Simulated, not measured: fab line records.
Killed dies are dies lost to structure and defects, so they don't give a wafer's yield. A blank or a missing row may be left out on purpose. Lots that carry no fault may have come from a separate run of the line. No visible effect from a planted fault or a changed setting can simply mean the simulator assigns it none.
Lot-split experiment || flow n5-finfet || 7 lots, 21 wafers read, on a route of 1938 steps

== THE SPLIT ITSELF ==
At N5_BEOL_M1_ETCH_77 (etches underlayer in N2/H2, target depth 6.5 nm, time 5.2 s), the setting source-w was moved away from the recipe's 840 W on 5 of the 21 wafers read, by -9.2% to +16.5%. All remaining wafers had this setting at the recipe value.

Reading taken at the split's own step.

== THE READING ==
rf-vpp-V, in V, at N5_BEOL_M1_ETCH_77 (etches underlayer in N2/H2, target depth 6.5 nm, time 5.2 s). On this fab line, fault-free wafers typically give 523.5 V with a standard deviation of 2.3 V.

{"wafer": "L085.1", "tool, chamber at the split": "rie-diel-03, 0", "source-w as run, W": 840, "against the recipe": "recipe", "rf-vpp-V, V": 525.8, "against lot-mates on the recipe": "-"}
{"wafer": "L085.2", "tool, chamber at the split": "rie-diel-03, 1", "source-w as run, W": 840, "against the recipe": "recipe", "rf-vpp-V, V": 523.7, "against lot-mates on the recipe": "-"}
{"wafer": "L085.3", "tool, chamber at the split": "rie-diel-03, 3", "source-w as run, W": 840, "against the recipe": "recipe", "rf-vpp-V, V": 521.5, "against lot-mates on the recipe": "-"}
{"wafer": "L084.3", "tool, chamber at the split": "rie-diel-02, 3", "source-w as run, W": 840, "against the recipe": "recipe", "rf-vpp-V, V": 525.7, "against lot-mates on the recipe": "-"}
{"wafer": "L084.4", "tool, chamber at the split": "rie-diel-02, 2", "source-w as run, W": 840, "against the recipe": "recipe", "rf-vpp-V, V": 524.3, "against lot-mates on the recipe": "-"}
{"wafer": "L084.5", "tool, chamber at the split": "rie-diel-02, 1", "source-w as run, W": 840, "against the recipe": "recipe", "rf-vpp-V, V": 522.4, "against lot-mates on the recipe": "-"}
{"wafer": "L086.3", "tool, chamber at the split": "rie-diel-03, 0", "source-w as run, W": 840, "against the recipe": "recipe", "rf-vpp-V, V": 526.4, "against lot-mates on the recipe": "-"}
{"wafer": "L086.4", "tool, chamber at the split": "rie-diel-03, 1", "source-w as run, W": 840, "against the recipe": "recipe", "rf-vpp-V, V": 523.4, "against lot-mates on the recipe": "-"}
{"wafer": "L086.5", "tool, chamber at the split": "rie-diel-03, 0", "source-w as run, W": 840, "against the recipe": "recipe", "rf-vpp-V, V": 525.8, "against lot-mates on the recipe": "-"}
{"wafer": "L089.1", "tool, chamber at the split": "rie-diel-01, 2", "source-w as run, W": 978.9, "against the recipe": "+16.5%", "rf-vpp-V, V": 501.6, "against lot-mates on the recipe": -24.6}
{"wafer": "L089.5", "tool, chamber at the split": "rie-diel-01, 1", "source-w as run, W": 978.9, "against the recipe": "+16.5%", "rf-vpp-V, V": 494.1, "against lot-mates on the recipe": -32.1}
{"wafer": "L089.6", "tool, chamber at the split": "rie-diel-01, 2", "source-w as run, W": 840, "against the recipe": "recipe", "rf-vpp-V, V": 526.2, "against lot-mates on the recipe": "-"}
{"wafer": "L090.2", "tool, chamber at the split": "rie-diel-01, 3", "source-w as run, W": 888, "against the recipe": "+5.7%", "rf-vpp-V, V": 510.0, "against lot-mates on the recipe": -17.0}
{"wafer": "L090.4", "tool, chamber at the split": "rie-diel-01, 2", "source-w as run, W": 840, "against the recipe": "recipe", "rf-vpp-V, V": 528.0, "against lot-mates on the recipe": "-"}
{"wafer": "L090.5", "tool, chamber at the split": "rie-diel-01, 2", "source-w as run, W": 840, "against the recipe": "recipe", "rf-vpp-V, V": 526.1, "against lot-mates on the recipe": "-"}
{"wafer": "L096.1", "tool, chamber at the split": "rie-diel-03, 2", "source-w as run, W": 840, "against the recipe": "recipe", "rf-vpp-V, V": 523.7, "against lot-mates on the recipe": "-"}
{"wafer": "L096.2", "tool, chamber at the split": "rie-diel-03, 0", "source-w as run, W": 840, "against the recipe": "recipe", "rf-vpp-V, V": 525.7, "against lot-mates on the recipe": "-"}
{"wafer": "L096.6", "tool, chamber at the split": "rie-diel-03, 3", "source-w as run, W": 840, "against the recipe": "recipe", "rf-vpp-V, V": 522.0, "against lot-mates on the recipe": "-"}
{"wafer": "L097.2", "tool, chamber at the split": "rie-diel-03, 2", "source-w as run, W": 762.5, "against the recipe": "-9.2%", "rf-vpp-V, V": 539.3, "against lot-mates on the recipe": "+18.7"}
{"wafer": "L097.4", "tool, chamber at the split": "rie-diel-03, 3", "source-w as run, W": 840, "against the recipe": "recipe", "rf-vpp-V, V": 520.6, "against lot-mates on the recipe": "-"}
{"wafer": "L097.5", "tool, chamber at the split": "rie-diel-03, 0", "source-w as run, W": 762.5, "against the recipe": "-9.2%", "rf-vpp-V, V": 543.6, "against lot-mates on the recipe": "+23.0"}

FIT RESULTS
A straight line over all 21 wafers: rf-vpp-V changes by -1.7 V for each +1% of source-w; r = -0.97; the points scatter about the line by 2.6 V.
The same after taking each lot's own level away (the mean of its wafers on the recipe; 21 wafers): -1.9 V for each +1%; r = -0.97; scatter 2.7 V.
On that fit, the largest move of source-w shifts the reading by 31 V.
Across the lots, their own levels run from 520.60 to 527.05 V, a range of 2.8 times the standard deviation given above.
In other words, the slope is changed by the lot-to-lot level; the two fits disagree.
Check: -35.1 V against its lot-mates is what the line predicts for one of the wafers moved furthest among these (+16.5%) when that wafer is left out of the fit. Against them it came out at -24.6 V.
Tool readings at the split's step, against how far the setting was moved: rf-vpp-V r = -0.97.

== THE OTHER SPLITS THESE WAFERS WENT THROUGH ==
Other splits were also applied to these wafers ahead of the reading. Each is held against what the fit with the lots' levels taken away leaves over:
{"other split on the same wafers": "N5_BEOL_M0_SAQP_COAT_81 temp-c", "wafers away from the commonest value": 8, "r with rf-vpp-V (lot level and that fit taken away)": "+0.05"}
{"other split on the same wafers": "N5_BEOL_M0_SAQP_CUT_ETCH_46 source-w", "wafers away from the commonest value": 10, "r with rf-vpp-V (lot level and that fit taken away)": -0.32}
{"other split on the same wafers": "N5_BEOL_M0_CUTY_EXPOSE_54 dose-mj", "wafers away from the commonest value": 7, "r with rf-vpp-V (lot level and that fit taken away)": -0.12}
{"other split on the same wafers": "N5_BEOL_M1_EXPOSE_25 dose-mj", "wafers away from the commonest value": 10, "r with rf-vpp-V (lot level and that fit taken away)": "+0.19"}

== FILE'S OWN FIT ==
rf-vpp-V changes by -1.94 V for each +1% of source-w, r = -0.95.
